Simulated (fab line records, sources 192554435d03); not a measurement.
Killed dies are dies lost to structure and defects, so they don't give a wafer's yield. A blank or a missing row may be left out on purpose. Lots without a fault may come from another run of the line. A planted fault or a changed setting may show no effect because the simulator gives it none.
Chamber matching | flow n5_finfet | N5_FIN_SAQP_STRIP_70 on rie_diel-02: 4 sister chambers
The step strips in N2/H2. 22 wafers are shown with their chamber, then 11 later ones without.

WAFERS WITH THEIR CHAMBER
wafer  | chamber | drypump_motor_current_A (A) | throttle_valve_pct (%) | showerhead_plenum_p_Torr (Torr)
L077.1 | 0       | 6.2                         | 18.81                  | 3.45
L077.4 | 2       | 6.6                         | 19.27                  | 3.50
L077.5 | 2       | 6.7                         | 19.28                  | 3.50
L078.3 | 3       | 5.2                         | 18.50                  | 3.35
L078.4 | 2       | 6.7                         | 19.27                  | 3.50
L078.5 | 3       | 5.2                         | 18.51                  | 3.35
L080.2 | 3       | 5.2                         | 18.52                  | 3.35
L080.5 | 3       | 5.2                         | 18.51                  | 3.35
L080.6 | 0       | 6.2                         | 18.84                  | 3.45
L081.1 | 0       | 6.2                         | 18.84                  | 3.45
L081.3 | 0       | 6.2                         | 18.83                  | 3.45
L081.4 | 3       | 5.2                         | 18.52                  | 3.35
L082.2 | 1       | 5.8                         | 18.57                  | 3.35
L082.4 | 0       | 6.2                         | 18.83                  | 3.44
L082.5 | 1       | 5.8                         | 18.56                  | 3.35
L085.2 | 1       | 5.8                         | 18.57                  | 3.35
L085.3 | 2       | 6.6                         | 19.31                  | 3.50
L085.4 | 1       | 5.8                         | 18.58                  | 3.35
L087.1 | 3       | 5.2                         | 18.54                  | 3.34
L087.5 | 3       | 5.2                         | 18.54                  | 3.34
L087.6 | 2       | 6.7                         | 19.30                  | 3.49
L088.1 | 1       | 5.8                         | 18.59                  | 3.34

SIGNATURES (means of the wafers above)
reading                  | chamber 0 | chamber 1 | chamber 2 | chamber 3 | scatter within a chamber
drypump_motor_current_A  | 6.200     | 5.800     | 6.660     | 5.200     | 0.0258
throttle_valve_pct       | 18.8300   | 18.5740   | 19.2860   | 18.5200   | 0.0146
showerhead_plenum_p_Torr | 3.4480    | 3.3480    | 3.4980    | 3.3471    | 0.00461
Rule: a wafer's distance from a chamber is the root of the sum, over the readings, of the square of ((its reading less the chamber's mean) divided by the reading's scatter). The wafer belongs to the nearest chamber; if the next one is less than 2 further off, it can't be placed. The scatter: the root of (the sum of the squares of (reading less its chamber's mean) over the shown wafers, divided by (wafers less chambers)).

WAFERS WITHOUT THEIR CHAMBER
wafer  | drypump_motor_current_A (A) | throttle_valve_pct (%) | showerhead_plenum_p_Torr (Torr)
L088.2 | 6.7                         | 19.29                  | 3.49
L088.5 | 5.8                         | 18.59                  | 3.34
L090.2 | 5.8                         | 18.59                  | 3.34
L090.3 | 6.2                         | 18.44                  | 3.44
L090.5 | 5.2                         | 18.56                  | 3.34
L095.1 | 5.2                         | 18.56                  | 3.33
L095.4 | 6.7                         | 19.31                  | 3.48
L095.6 | 6.2                         | 18.45                  | 3.43
L096.2 | 5.2                         | 18.56                  | 3.33
L096.4 | 6.2                         | 18.45                  | 3.43
L096.5 | 5.9                         | 18.62                  | 3.33

WHICH CHAMBER EACH WENT THROUGH
wafer  | from the rows above     | in truth
L088.2 | 2                       | 2
L088.5 | 1                       | 1
L090.2 | 1                       | 1
L090.3 | can't be placed: 0 or 1 | 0
L090.5 | 3                       | 3
L095.1 | 3                       | 3
L095.4 | 2                       | 2
L095.6 | can't be placed: 1 or 0 | 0
L096.2 | 3                       | 3
L096.4 | can't be placed: 1 or 0 | 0
L096.5 | 1                       | 1
Placed correctly: 8 of 11. Can't be placed from these rows: 3 (the true chamber is among the candidates in 3). Placed wrongly: 0.
